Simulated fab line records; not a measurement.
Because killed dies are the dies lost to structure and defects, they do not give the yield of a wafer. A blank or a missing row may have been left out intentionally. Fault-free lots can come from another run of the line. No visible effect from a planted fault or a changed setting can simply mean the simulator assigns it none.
Chamber matching ; flow n5 finfet ; N5_BEOL_M3_ETCH_77 on rie diel-03 has 4 sister chambers
The step etches underlayer in N2/H2, target depth 6.5 nm, time 5.2 s. 8 wafers are shown with their chamber, then 7 later ones without.

== WAFERS PAIRED WITH THEIR CHAMBERS ==
wafer;chamber;throttle valve pct (%);oes product au (a.u.)
L082.5;0;17.91;0.59
L084.2;0;17.90;0.57
L084.3;3;17.61;0.78
L086.2;2;18.09;0.62
L086.3;1;18.03;0.75
L086.6;2;18.10;0.62
L092.1;3;17.66;0.77
L092.2;1;18.03;0.74

== WAFERS WHOSE CHAMBER IS MISSING ==
wafer;throttle valve pct (%);oes product au (a.u.)
L092.3;18.13;0.61
L096.2;17.69;0.75
L096.4;18.05;0.72
L096.5;18.16;0.60
L097.3;18.16;0.60
L097.4;18.06;0.73
L097.5;17.48;0.80

== EACH ONE'S CHAMBER ==
wafer;from the rows above;in truth
L092.3;2;2
L096.2;3;3
L096.4;1;1
L096.5;2;2
L097.3;2;2
L097.4;1;1
L097.5;3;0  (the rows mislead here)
Correctly placed: 6 of 7. Number that these rows cannot place: 0. 1 placed wrongly.
How it was worked out, from the rows above alone: a wafer's distance from a chamber is the root of the sum, over the readings, of the square of ((its reading less the chamber's mean) divided by the reading's scatter). The wafer belongs to the nearest chamber; if the next one is less than 2 further off, it can't be placed. Each chamber's mean is taken over the wafers shown for it. The scatter: take each reading less its chamber's mean, square it, sum over the shown wafers, divide by the number of wafers less the number of chambers, and take the root.
